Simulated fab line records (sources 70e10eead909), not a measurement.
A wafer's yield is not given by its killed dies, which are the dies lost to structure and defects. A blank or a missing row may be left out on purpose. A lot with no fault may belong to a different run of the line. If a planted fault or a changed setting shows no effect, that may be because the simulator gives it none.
Matching of chambers :: flow nand-harc :: NHARC_P_GATE_ETCH_104 on rie-diel-03: 4 sister chambers
The step etches the open film in CF4/CHF3, target depth 60 nm. 16 wafers are shown with their chamber, then 8 later ones without.

== WAFERS PAIRED WITH THEIR CHAMBERS ==
wafer: L079.3
chamber: 1
showerhead-plenum-p-Torr (Torr): 1.51
drypump-motor-current-A (A): 5.4
rf-vpp-V (V): 368.4

wafer: L079.4
chamber: 0
showerhead-plenum-p-Torr (Torr): 1.59
drypump-motor-current-A (A): 5.9
rf-vpp-V (V): 370.0

wafer: L079.5
chamber: 1
showerhead-plenum-p-Torr (Torr): 1.51
drypump-motor-current-A (A): 5.4
rf-vpp-V (V): 368.1

wafer: L084.1
chamber: 1
showerhead-plenum-p-Torr (Torr): 1.51
drypump-motor-current-A (A): 5.4
rf-vpp-V (V): 367.9

wafer: L084.3
chamber: 3
showerhead-plenum-p-Torr (Torr): 1.58
drypump-motor-current-A (A): 5.2
rf-vpp-V (V): 369.1

wafer: L084.6
chamber: 1
showerhead-plenum-p-Torr (Torr): 1.51
drypump-motor-current-A (A): 5.4
rf-vpp-V (V): 369.3

wafer: L085.3
chamber: 1
showerhead-plenum-p-Torr (Torr): 1.51
drypump-motor-current-A (A): 5.4
rf-vpp-V (V): 370.4

wafer: L085.4
chamber: 3
showerhead-plenum-p-Torr (Torr): 1.57
drypump-motor-current-A (A): 5.1
rf-vpp-V (V): 370.5

wafer: L085.5
chamber: 2
showerhead-plenum-p-Torr (Torr): 1.66
drypump-motor-current-A (A): 5.8
rf-vpp-V (V): 371.8

wafer: L086.3
chamber: 0
showerhead-plenum-p-Torr (Torr): 1.59
drypump-motor-current-A (A): 6.0
rf-vpp-V (V): 370.2

wafer: L086.4
chamber: 1
showerhead-plenum-p-Torr (Torr): 1.51
drypump-motor-current-A (A): 5.4
rf-vpp-V (V): 369.9

wafer: L086.6
chamber: 2
showerhead-plenum-p-Torr (Torr): 1.66
drypump-motor-current-A (A): 5.8
rf-vpp-V (V): 372.1

wafer: L088.1
chamber: 1
showerhead-plenum-p-Torr (Torr): 1.51
drypump-motor-current-A (A): 5.4
rf-vpp-V (V): 370.1

wafer: L088.4
chamber: 3
showerhead-plenum-p-Torr (Torr): 1.57
drypump-motor-current-A (A): 5.1
rf-vpp-V (V): 370.2

wafer: L088.5
chamber: 1
showerhead-plenum-p-Torr (Torr): 1.51
drypump-motor-current-A (A): 5.4
rf-vpp-V (V): 369.5

wafer: L091.1
chamber: 3
showerhead-plenum-p-Torr (Torr): 1.57
drypump-motor-current-A (A): 5.2
rf-vpp-V (V): 371.8

SIGNATURES (averages over the wafers above)
reading: showerhead-plenum-p-Torr
chamber 0: 1.5900
chamber 1: 1.5100
chamber 2: 1.6600
chamber 3: 1.5725
scatter within a chamber: 0.0025

reading: drypump-motor-current-A
chamber 0: 5.950
chamber 1: 5.400
chamber 2: 5.800
chamber 3: 5.150
scatter within a chamber: 0.0354

reading: rf-vpp-V
chamber 0: 370.100
chamber 1: 369.200
chamber 2: 371.950
chamber 3: 370.400
scatter within a chamber: 0.919
Rule: for a wafer and a chamber, the distance is found by dividing, reading by reading, the gap between the wafer's reading and the chamber's mean by the reading's scatter, squaring, summing and taking the root. If the next closest chamber is less than 2 further off than the closest, the wafer can't be placed; otherwise it belongs to the closest. The scatter: the root of (the sum of the squares of (reading less its chamber's mean) over the shown wafers, divided by (wafers less chambers)).

== WAFERS WHOSE CHAMBER IS MISSING ==
wafer: L091.3
showerhead-plenum-p-Torr (Torr): 1.51
drypump-motor-current-A (A): 5.4
rf-vpp-V (V): 369.3

wafer: L091.4
showerhead-plenum-p-Torr (Torr): 1.59
drypump-motor-current-A (A): 5.9
rf-vpp-V (V): 371.2

wafer: L091.2
showerhead-plenum-p-Torr (Torr): 1.66
drypump-motor-current-A (A): 5.8
rf-vpp-V (V): 373.5

wafer: L091.5
showerhead-plenum-p-Torr (Torr): 1.59
drypump-motor-current-A (A): 6.0
rf-vpp-V (V): 372.0

wafer: L091.6
showerhead-plenum-p-Torr (Torr): 1.57
drypump-motor-current-A (A): 5.1
rf-vpp-V (V): 372.2

wafer: L097.1
showerhead-plenum-p-Torr (Torr): 1.66
drypump-motor-current-A (A): 5.8
rf-vpp-V (V): 373.0

wafer: L097.3
showerhead-plenum-p-Torr (Torr): 1.51
drypump-motor-current-A (A): 5.4
rf-vpp-V (V): 367.9

wafer: L097.4
showerhead-plenum-p-Torr (Torr): 1.57
drypump-motor-current-A (A): 5.1
rf-vpp-V (V): 369.6

== CHAMBER TAKEN BY EACH ==
wafer: L091.3
from the rows above: 1
in truth: 1

wafer: L091.4
from the rows above: 0
in truth: 0

wafer: L091.2
from the rows above: 2
in truth: 2

wafer: L091.5
from the rows above: 0
in truth: 0

wafer: L091.6
from the rows above: 3
in truth: 3

wafer: L097.1
from the rows above: 2
in truth: 2

wafer: L097.3
from the rows above: 1
in truth: 1

wafer: L097.4
from the rows above: 3
in truth: 3
8 of 8 placed correctly. From these rows, 0 cannot be placed. Wrongly placed: 0.
